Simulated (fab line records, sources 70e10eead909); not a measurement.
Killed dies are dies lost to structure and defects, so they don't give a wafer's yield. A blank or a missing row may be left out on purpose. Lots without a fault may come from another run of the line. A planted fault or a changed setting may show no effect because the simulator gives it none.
Which tool did it? | flow nand_harc | 12 lots, 35 wafers sampled, at 5 steps of a route of 1159

WHAT THE GAUGES READ, wafer by wafer
NHARC_P_ZERO_WELL_INSPECT_43. Usual: raw_defect_count 15, standard deviation 6.9.
lot  | measured    | on                | raw_defect_count | flag
L425 | day 1 19:23 | defect_inspect-02 | 15 27 14         |
L426 | day 2 01:59 | defect_inspect-02 | 12 16 8          |
L428 | day 2 13:29 | defect_inspect-01 | 13 27 12         |
L429 | day 2 19:14 | defect_inspect-02 | 13 7 9           |
L430 | day 3 01:35 | defect_inspect-02 | 23 17 7          |
L431 | day 3 07:23 | defect_inspect-02 | 23 15 18         |
L435 | day 4 07:26 | defect_inspect-01 | 9 7 6            |
L437 | day 4 19:23 | defect_inspect-01 | 9 5 6            |
L441 | day 5 19:34 | defect_inspect-01 | 19 22            |
L445 | day 6 20:16 | defect_inspect-01 | 9 13 6           |
L446 | day 7 01:34 | defect_inspect-02 | 14 17 16         |
L447 | day 7 07:26 | defect_inspect-02 | 18 14 10         |

NHARC_P_STI_INSPECT_11. Usual: raw_defect_count 5, standard deviation 3.
lot  | measured    | on                | raw_defect_count | flag
L425 | day 2 14:28 | defect_inspect-01 | 4 4 5            |
L426 | day 2 14:37 | defect_inspect-02 | 3 2 5            |
L428 | day 3 05:31 | defect_inspect-01 | 2 6 10           |
L429 | day 3 10:47 | defect_inspect-02 | 5 4 5            |
L430 | day 3 17:10 | defect_inspect-02 | 8 5 7            |
L431 | day 3 22:49 | defect_inspect-01 | 9 2 4            |
L435 | day 5 00:32 | defect_inspect-01 | 5 5 1            |
L437 | day 5 12:27 | defect_inspect-02 | 2 3 1            |
L441 | day 6 10:01 | defect_inspect-01 | 13 5             |
L445 | day 7 14:01 | defect_inspect-01 | 2 7 5            |
L446 | day 7 13:52 | defect_inspect-02 | 1 7 5            |
L447 | day 8 00:01 | defect_inspect-01 | 5 12 5           |

NHARC_P_STI_OCD_MEAS_17. Usual: trench_depth_nm 298 nm, standard deviation 6; trench_foot_cd_nm 158 nm, standard deviation 3.3.
lot  | measured    | on     | trench_depth_nm (nm) | trench_foot_cd_nm (nm) | flag
L425 | day 2 15:07 | ocd-02 | 298 298 296          | 155 152 156            |
L426 | day 2 15:17 | ocd-01 | 299 304 310          | 159 160 154            |
L428 | day 3 06:12 | ocd-01 | 297 295 300          | 156 157 166            |
L429 | day 3 11:27 | ocd-02 | 300 296 298          | 164 158 161            |
L430 | day 3 17:49 | ocd-01 | 297 305 299          | 155 159 155            |
L431 | day 3 23:29 | ocd-02 | 305 292 291          | 158 154 159            |
L435 | day 5 01:13 | ocd-02 | 302 296 303          | 160 154 157            |
L437 | day 5 13:07 | ocd-01 | 297 294 292          | 154 158 156            |
L441 | day 6 10:40 | ocd-01 | 296 519              | 157 127                | OFF
L445 | day 7 14:41 | ocd-02 | 283 294 286          | 156 158 157            |
L446 | day 7 14:38 | ocd-01 | 295 303 297          | 161 157 161            |
L447 | day 8 00:40 | ocd-02 | 294 294 301          | 163 162 161            |

WHICH TOOL RAN EACH LOT (tool, then ch and the chambers of the sampled wafers, then the start)
lot  | NHARC_P_STI_ETCH_31                          | NHARC_P_STI_ETCH_15
L425 | rie_diel-11 ch 0,2,3, day 2 14:53 or earlier | rie_si-05 ch 1,2,3, day 2 14:53
L426 | rie_diel-10 ch 0,2,3, day 2 15:02 or earlier | rie_si-03 ch 0,2,3, day 2 15:02
L428 | rie_diel-11 ch 0,1,3, day 3 05:57 or earlier | rie_si-05 ch 0,2,3, day 3 05:57
L429 | rie_diel-10 ch 2,3, day 3 11:12 or earlier   | rie_si-03 ch 2,3, day 3 11:12
L430 | rie_diel-11 ch 0,1, day 3 17:34 or earlier   | rie_si-03 ch 0,2, day 3 17:34
L431 | rie_diel-10 ch 0,2,3, day 3 23:17 or earlier | rie_si-05 ch 1,2,3, day 3 23:17
L435 | rie_diel-06 ch 0,2,3, day 5 00:58 or earlier | rie_si-02 ch 2,3, day 5 00:58
L437 | rie_diel-10 ch 0,2, day 5 12:52 or earlier   | rie_si-03 ch 1,3, day 5 12:52
L441 | rie_diel-06 ch 1,2, day 6 10:27 or earlier   | rie_si-03 ch 0,2, day 6 10:27
L445 | rie_diel-10 ch 1,2,3, day 7 14:26 or earlier | rie_si-05 ch 0,2,3, day 7 14:26
L446 | rie_diel-06 ch 0,1, day 7 14:23 or earlier   | rie_si-02 ch 0,3, day 7 14:23
L447 | rie_diel-06 ch 0,2,3, day 8 00:26 or earlier | rie_si-05 ch 0,1,2, day 8 00:26
- NHARC_P_STI_ETCH_31: etches the open film in CF4/CHF3, target depth 108.9 nm, time 54.5 s.
- NHARC_P_STI_ETCH_15: etches the open film in HBr/Cl2, target depth 300 nm, time 100.1 s.

WHAT THE TOOLS THEMSELVES READ (means of the sampled wafers that have a number; where no wafer has one, the mark that the record gives instead)
NHARC_P_STI_ETCH_31. Usual: drypump_motor_current_A 5.9 A, standard deviation 0.56; oes_product_au 0.955 a.u., standard deviation 0.021; rf_vpp_V 371.5 V, standard deviation 2.5; showerhead_plenum_p_Torr 1.60 Torr, standard deviation 0.071; throttle_valve_pct 16.803 %, standard deviation 0.0087.
lot  | tool        | drypump_motor_current_A (A) | oes_product_au (a.u.) | rf_vpp_V (V) | showerhead_plenum_p_Torr (Torr) | throttle_valve_pct (%) | flag
L425 | rie_diel-11 | 5.8                         | 0.965                 | 372.2        | 1.60                            | 16.810                 |
L426 | rie_diel-10 | 6.1                         | 0.954                 | 372.5        | 1.63                            | 16.806                 |
L428 | rie_diel-11 | 5.7                         | 0.962                 | 372.2        | 1.62                            | 16.805                 |
L429 | rie_diel-10 | 6.0                         | 0.931                 | 372.6        | 1.62                            | 16.800                 |
L430 | rie_diel-11 | 5.9                         | 0.984                 | 371.3        | 1.59                            | 16.799                 |
L431 | rie_diel-10 | 6.1                         | 0.976                 | 371.7        | 1.63                            | 16.799                 |
L435 | rie_diel-06 | 6.2                         | 0.966                 | 372.4        | 1.64                            | 16.804                 |
L437 | rie_diel-10 | 6.3                         | 0.964                 | 372.3        | 1.64                            | 16.807                 |
L441 | rie_diel-06 | 6.0                         | 0.958                 | 371.3        | 1.59                            | 16.799                 |
L445 | rie_diel-10 | 5.7                         | 0.919                 | 370.9        | 1.58                            | 16.794                 |
L446 | rie_diel-06 | 5.8                         | 0.937                 | 368.5        | 1.51                            | 16.803                 |
L447 | rie_diel-06 | 6.2                         | 0.967                 | 373.2        | 1.64                            | 16.799                 |

NHARC_P_STI_ETCH_15. Usual: drypump_motor_current_A 5.9 A, standard deviation 0.42; oes_product_au 0.994 a.u., standard deviation 0.013; throttle_valve_pct 26.405 %, standard deviation 0.0085.
lot  | tool      | drypump_motor_current_A (A) | oes_product_au (a.u.) | throttle_valve_pct (%) | flag
L425 | rie_si-05 | 6.2                         | 0.994                 | 26.411                 |
L426 | rie_si-03 | 5.6                         | 1.007                 | 26.403                 |
L428 | rie_si-05 | 6.1                         | 0.996                 | 26.408                 |
L429 | rie_si-03 | 5.9                         | 0.994                 | 26.413                 |
L430 | rie_si-03 | 5.5                         | 0.997                 | 26.408                 |
L431 | rie_si-05 | 6.2                         | 0.987                 | 26.403                 |
L435 | rie_si-02 | 5.8                         | 0.993                 | 26.404                 |
L437 | rie_si-03 | 6.1                         | 0.985                 | 26.403                 |
L441 | rie_si-03 | 5.4                         | 1.220                 | 26.408                 | OFF
L445 | rie_si-05 | 6.1                         | 0.979                 | 26.404                 |
L446 | rie_si-02 | 5.4                         | 0.997                 | 26.407                 |
L447 | rie_si-05 | 6.0                         | 0.991                 | 26.401                 |

THE ANSWER, worked out from the rows above alone
Rule: a lot is off if the mean of its wafers that have a number lies more than 3 standard deviations from the usual mean. A lot without any number at a reading at which 4 lots or more have one is off too. The other lots that the step has rows for count as sound. The gauges are gone through in route order, then the tools' own readings, and for those a lot's mean is taken as printed above. The first step at which some lot is off is used, and at that step the reading that is off furthest; a lot without a number counts as furthest.
Off: L441, at NHARC_P_STI_OCD_MEAS_17 (trench_depth_nm).
A tool fits if, at a process step before that reading, it ran every lot that is off, and no sound lot after the first of them. The gauges at NHARC_P_STI_OCD_MEAS_17 aren't tried: what is off there is off at NHARC_P_STI_ETCH_15 too, on other tools, and a gauge's error can't cause that. NHARC_P_STI_ETCH_31 gives no start for some lots, so the hours and the order of its lots are those of NHARC_P_STI_ETCH_15. One fits: rie_si-03 at NHARC_P_STI_ETCH_15. Its last sound lot is L437 (day 5 12:52), its first lot that is off L441 (day 6 10:27): a fault that began between those two fits.
The tool's own readings at NHARC_P_STI_ETCH_15 bear it out: on the lots that are off they differ by more than 5 times the standard deviation of the sound lots' means. oes_product_au reads 1.220 a.u. there against 0.993 a.u. on the sound lots.

WHAT THE SIMULATOR HAD PUT IN
Process parameter drift: rie_si-03, from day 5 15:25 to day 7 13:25, at NHARC_P_STI_ETCH_15. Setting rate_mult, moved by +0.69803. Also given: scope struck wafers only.
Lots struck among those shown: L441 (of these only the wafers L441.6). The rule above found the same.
